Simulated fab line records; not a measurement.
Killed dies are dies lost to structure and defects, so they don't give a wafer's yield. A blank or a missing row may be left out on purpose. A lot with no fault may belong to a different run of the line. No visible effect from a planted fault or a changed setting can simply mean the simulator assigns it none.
Which tool was responsible?	flow n5-finfet	27 wafers from 10 lots sampled at 6 of the route's 1938 steps

== WHAT THE GAUGES READ, wafer by wafer ==
N5_BEOL_M4_RC_MEAS_101. Usual: DIBL_N 36.3 mV/V, standard deviation 1.4; DIBL_P 35.7 mV/V, standard deviation 1.5; IOFF_N 0.155 nA/um, standard deviation 0.022; IOFF_P 0.204 nA/um, standard deviation 0.027; ION_N 671 uA/um, standard deviation 9; ION_P 459 uA/um, standard deviation 6.2; SS_N 71.5 mV/dec, standard deviation 0.54; SS_P 73.1 mV/dec, standard deviation 0.56; VT_N 250.2 mV, standard deviation 2.6; VT_P -251 mV, standard deviation 3.3.
lot	measured	on	DIBL_N (mV/V)	DIBL_P (mV/V)	IOFF_N (nA/um)	IOFF_P (nA/um)	ION_N (uA/um)	ION_P (uA/um)	SS_N (mV/dec)	SS_P (mV/dec)	VT_N (mV)	VT_P (mV)	flag
L605	day 8 15:50	prober-02	37.2 35.4 34.5	36.6 34.2 32.8	0.163 0.129 0.117	0.231 0.187 0.180	675 664 659	466 461 458	71.6 70.4 70.5	73.9 73.0 72.1	247.0 253.1 252.6	-247 -248 -250	
L604	day 8 17:21	prober-01	35.6 34.3 35.9	34.2 33.4 34.4	0.157 0.136 0.157	0.207 0.192 0.203	673 661 664	457 461 457	71.9 71.4 71.1	72.7 72.6 72.8	246.0 249.0 248.9	-248 -249 -250	
L606	day 8 18:48	prober-01	35.3 35.4 34.2	35.6 35.4 33.7	0.162 0.156 0.144	0.216 0.221 0.187	677 663 671	466 462 457	71.7 71.7 70.8	73.3 73.4 72.3	247.9 249.2 250.9	-248 -249 -251	
L611	day 9 20:37	prober-01	35.3 36.1 36.7	35.5 35.9 35.6	0.133 0.149 0.151	0.177 0.185 0.174	677 661 668	462 451 447	70.9 71.3 71.6	72.4 73.4 72.5	253.2 251.9 252.9	-255 -255 -258	
L612	day 10 10:51	prober-02	36.4 34.9 34.9	36.7 36.1 34.9	0.169 0.154 0.147	0.245 0.230 0.223	676 679 675	467 466 468	71.6 71.5 71.6	73.9 73.3 72.8	246.8 247.3 252.1	-246 -245 -246	
L613	day 10 16:14	prober-01	34.8 36.0 36.4	33.3 35.0 35.6	0.128 0.153 0.152	0.189 0.218 0.225	669 679 662	468 465 464	72.3 71.9 71.5	73.1 72.9 72.9	252.8 248.1 250.0	-247 -248 -247	
L617	day 11 07:46	prober-01	35.8 36.0	33.7 34.3	0.151 0.158	0.171 0.180	668 682	451 462	72.0 70.8	73.8 73.5	252.2 250.4	-260 -255	
L618	day 11 13:34	prober-01	36.8 35.6	34.0 33.8	0.151 0.136	0.169 0.166	666 671	454 457	71.4 71.4	72.9 73.1	248.8 252.2	-257 -256	
L616	day 11 16:56	prober-01	35.5 35.8	37.0 36.9	0.149 0.160	0.189 0.193	677 672	458 457	71.5 71.5	73.8 72.9	249.4 250.1	-251 -254	
L624	day 13 05:38	prober-01	36.0 34.7 37.8	35.2 33.2 37.7	0.143 0.120 0.188	0.185 0.159 0.224	674 655 682	459 450 464	71.3 72.0 71.5	72.9 72.7 73.9	252.5 253.5 245.5	-254 -254 -251	

N5_PASSIVATION_INSPECT_61: inspects for defects (macro). Usual: 2.1 for raw-defect-count, sd 1.3.
lot	measured	on	raw-defect-count	flag
L605	day 13 01:01	defect-inspect-01	1 2 3	
L604	day 12 18:46	defect-inspect-02	1 4 2	
L606	day 13 01:31	defect-inspect-02	4 2 2	
L611	day 14 01:17	defect-inspect-02	3 1 0	
L612	day 14 07:50	defect-inspect-02	3 4 1	
L613	day 14 13:44	defect-inspect-01	3 1 2	
L617	day 15 13:17	defect-inspect-01	1 2	
L618	day 15 05:10	defect-inspect-01	1 3	
L616	day 15 18:19	defect-inspect-02	2	
L624	day 17 09:25	defect-inspect-01	1 1 3	

N5_PASSIVATION_CD_MEAS_30: the cd target is 4000 nm. Usual: 3999.4 nm for cd-nm, sd 1.2.
lot	measured	on	cd-nm (nm)	flag
L605	day 13 02:51	cd-sem-01	3996.3 3994.9 3997.4	
L604	day 12 22:13	cd-sem-02	3999.4 4001.1 4000.2	
L606	day 13 03:21	cd-sem-03	4000.4 3999.3 3998.6	
L611	day 14 02:46	cd-sem-03	4000.4 4000.3 3999.3	
L612	day 14 09:12	cd-sem-02	3999.5 4000.8 4001.8	
L613	day 14 15:20	cd-sem-02	3999.2 3998.8 3997.3	
L617	day 15 14:44	cd-sem-02	3997.6 3999.3	
L618	day 15 06:59	cd-sem-02	4000.8 4000.4	
L616	day 15 20:32	cd-sem-02	3999.7	
L624	day 17 12:12	cd-sem-03	3999.2 4001.3 3999.6	

N5_PASSIVATION_INSPECT_57: inspects for defects (macro). Usual: 1.9 for raw-defect-count, sd 1.5.
lot	measured	on	raw-defect-count	flag
L605	day 13 09:23	defect-inspect-02	1 2 1	
L604	day 13 03:47	defect-inspect-02	2 3 2	
L606	day 13 09:39	defect-inspect-01	2 1 0	
L611	day 14 08:20	defect-inspect-01	1 1 2	
L612	day 14 14:52	defect-inspect-02	2 2 1	
L613	day 14 21:05	defect-inspect-02	2 1 1	
L617	day 15 20:16	defect-inspect-02	2 0	
L618	day 15 12:57	defect-inspect-01	2 2	
L616	day 16 01:59	defect-inspect-01	2	
L624	day 17 17:36	defect-inspect-01	4 4 2	

== WHICH TOOL RAN EACH LOT (tool, then ch and the chambers of the sampled wafers, then the start) ==
lot	N5_BEOL_M9_VIA_ETCH_34	N5_PASSIVATION_PROBE_49
L605	rie-diel-04 ch 0,1,3, day 10 05:34	-
L604	rie-diel-02 ch 0,2, day 10 09:50	prober-02, day 13 03:32
L606	rie-diel-06 ch 0,2, day 10 12:20	-
L611	rie-diel-06 ch 1,3, day 11 18:28	-
L612	rie-diel-06 ch 0,1,2, day 12 08:16	-
L613	rie-diel-06 ch 0,1,3, day 12 11:40	-
L617	rie-diel-06 ch 0,2, day 13 06:57	prober-01, day 15 19:57
L618	rie-diel-06 ch 2,3, day 13 09:55	prober-01, day 15 12:44
L616	rie-diel-06 ch 0,1, day 13 13:48	prober-01, day 16 01:41
L624	rie-diel-04 ch 0,1,3, day 14 23:49	-
- N5_BEOL_M9_VIA_ETCH_34: etches SiCOH lowk in C4F6/O2, target depth 182.4 nm, time 68.4 s.
- N5_PASSIVATION_PROBE_49

== AS READ BY THE TOOLS THEMSELVES (means over the sampled wafers that have a number; for cases with no such wafer, the mark the record gives instead) ==
N5_BEOL_M9_VIA_ETCH_34. Usual: C4F6_flow_sccm 9.998 sccm, standard deviation 0.026; drypump-motor-current-A 5.84 A, standard deviation 0.27; oes-product-au 0.80 a.u., standard deviation 0.094; rf-fwd-power-W 342.1 W, standard deviation 1.4; rf-vpp-V 668 V, standard deviation 5.2; showerhead-plenum-p-Torr 2.85 Torr, standard deviation 0.081; throttle-valve-pct 20.96 %, standard deviation 0.27.
lot	tool	C4F6_flow_sccm (sccm)	drypump-motor-current-A (A)	oes-product-au (a.u.)	rf-fwd-power-W (W)	rf-vpp-V (V)	showerhead-plenum-p-Torr (Torr)	throttle-valve-pct (%)	flag
L605	rie-diel-04	10.003	5.87	0.80	341.8	665	2.93	21.12	
L604	rie-diel-02	10.027	5.83	0.75	342.7	666	2.81	21.03	
L606	rie-diel-06	9.986	5.80	0.71	341.6	672	2.93	21.14	
L611	rie-diel-06	10.000	6.08	0.85	342.4	674	2.80	20.89	
L612	rie-diel-06	9.998	5.88	0.87	341.9	674	2.92	20.86	
L613	rie-diel-06	9.985	5.97	0.89	342.3	673	2.85	20.85	
L617	rie-diel-06	10.006	5.78	0.76	343.2	672	2.92	21.01	
L618	rie-diel-06	9.989	5.96	0.70	341.9	672	2.84	21.09	
L616	rie-diel-06	9.983	5.90	0.79	342.1	674	2.90	20.73	
L624	rie-diel-04	9.985	5.85	0.77	342.6	665	2.91	21.16	

N5_PASSIVATION_PROBE_49. Usual: defect-limited-yield 91.0 %, standard deviation 1.5; killed_at_M0_to_M3 36, standard deviation 12; killed_at_M4_up 14, standard deviation 5.5; killed-at-contacts 11, standard deviation 4.8; killed-at-front-end 42, standard deviation 12; killed-at-other 3.7, standard deviation 2.7; killed-dies 106, standard deviation 18; killed-on-rim 13, standard deviation 4.5; killed-open 70, standard deviation 13; killed-short 35, standard deviation 8.2; sort_bin_5_function 5.3 %, standard deviation 1; sort_bin_6_memory 3.3 %, standard deviation 0.69; sort_bin_8_speed 0.00 %, standard deviation 0.007; sort-n-pass 1074, standard deviation 18; sort-yield-pct 91.0 %, standard deviation 1.5.
lot	tool	defect-limited-yield (%)	killed_at_M0_to_M3	killed_at_M4_up	killed-at-contacts	killed-at-front-end	killed-at-other	killed-dies	killed-on-rim	killed-open	killed-short	sort_bin_5_function (%)	sort_bin_6_memory (%)	sort_bin_8_speed (%)	sort-n-pass	sort-yield-pct (%)	flag
L604	prober-02	91.7	27	19	12	38	1.3	98	12	65	32	4.9	3.1	0.00	1082	91.7	
L617	prober-01	71.1	35	244	12	48	3.5	342	30	72	32	25.6	3.0	0.00	838	71.1	OFF
L618	prober-01	69.1	52	256	11	44	2.5	365	37	72	46	27.4	3.0	0.00	815	69.1	OFF
L616	prober-01	57.2	34	425	17	26	2.5	505	82	66	24	40.0	2.4	0.04	675	57.2	OFF

== THE ANSWER, worked out from the rows above alone ==
Rule: lot off if the mean of its wafers having a number is beyond 3 standard deviations from the usual mean. A lot without any number at a reading at which 4 lots or more have one is off too. All remaining lots with rows at the step are treated as sound. After the gauges, taken in route order, come the tools' own readings; for these a lot's mean is taken, as printed above. The first step at which some lot is off is used, and at that step the reading that is off furthest; a lot without a number counts as furthest.
Off: L617, L618, L616 (N5_PASSIVATION_PROBE_49, killed_at_M4_up). Neither off nor sound, because the step has no rows for them: L605, L606, L611, L612, L613, L624.
If a tool, at that step or one of the process steps before it, ran each lot that is off and ran no sound lot following the first of them, it fits. 2 tools fit, rie-diel-06 at N5_BEOL_M9_VIA_ETCH_34 and prober-01 at N5_PASSIVATION_PROBE_49, so this cannot tell which one it is.

== WHAT THE SIMULATOR PUT IN ==
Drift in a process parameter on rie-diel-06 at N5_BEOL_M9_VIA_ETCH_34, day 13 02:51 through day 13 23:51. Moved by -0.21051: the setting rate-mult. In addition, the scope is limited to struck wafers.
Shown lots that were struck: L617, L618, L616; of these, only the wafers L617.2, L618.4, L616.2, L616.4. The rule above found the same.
